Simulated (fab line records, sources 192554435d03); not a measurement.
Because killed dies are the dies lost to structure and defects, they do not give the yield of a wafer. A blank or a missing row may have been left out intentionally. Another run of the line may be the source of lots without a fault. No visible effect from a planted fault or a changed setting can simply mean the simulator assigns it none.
Matching of chambers -- flow n5_finfet -- N5_BEOL_M10_ILD_DEP_00 on pecvd-01 has 3 sister chambers
The step deposits SiCOH lowk from DEMS/porogen, target thk 308.51 nm, time 58 s. 3 wafers are shown with their chamber, then 12 later ones without.

== WAFERS PAIRED WITH THEIR CHAMBERS ==
wafer,chamber,throttle_valve_pct (%)
L084.6,0,14.2
L090.2,2,13.3
L090.6,1,14.7

== WAFERS WHOSE CHAMBER IS MISSING ==
wafer,throttle_valve_pct (%)
L092.2,14.4
L092.3,13.4
L092.6,14.7
L093.1,14.3
L093.2,13.5
L093.6,14.2
L096.2,14.3
L096.5,13.6
L096.6,14.4
L097.4,14.3
L097.5,13.4
L097.6,14.6

== THE CHAMBER EACH PASSED THROUGH ==
wafer,from the rows above,in truth
L092.2,can't be placed: 0 or 1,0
L092.3,2,2
L092.6,1,1
L093.1,can't be placed: 0 or 1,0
L093.2,2,2
L093.6,0,0
L096.2,can't be placed: 0 or 1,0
L096.5,2,2
L096.6,can't be placed: 0 or 1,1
L097.4,can't be placed: 0 or 1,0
L097.5,2,2
L097.6,1,1
Correct placement for 7 of the 12. From these rows, 5 cannot be placed; in 5 the true chamber is one of the candidates. Number placed wrongly: 0.
How it was worked out, from the rows above alone: a wafer's distance from a chamber is the root of the sum, over the readings, of the square of ((its reading less the chamber's mean) divided by the reading's scatter). The wafer belongs to the nearest chamber; if the next one is less than 2 further off, it can't be placed. The mean given for a chamber averages the wafers shown for that chamber. The scatter: with one shown wafer a chamber, the root of the mean of the squares of how far each hidden wafer lies from its nearest shown one.
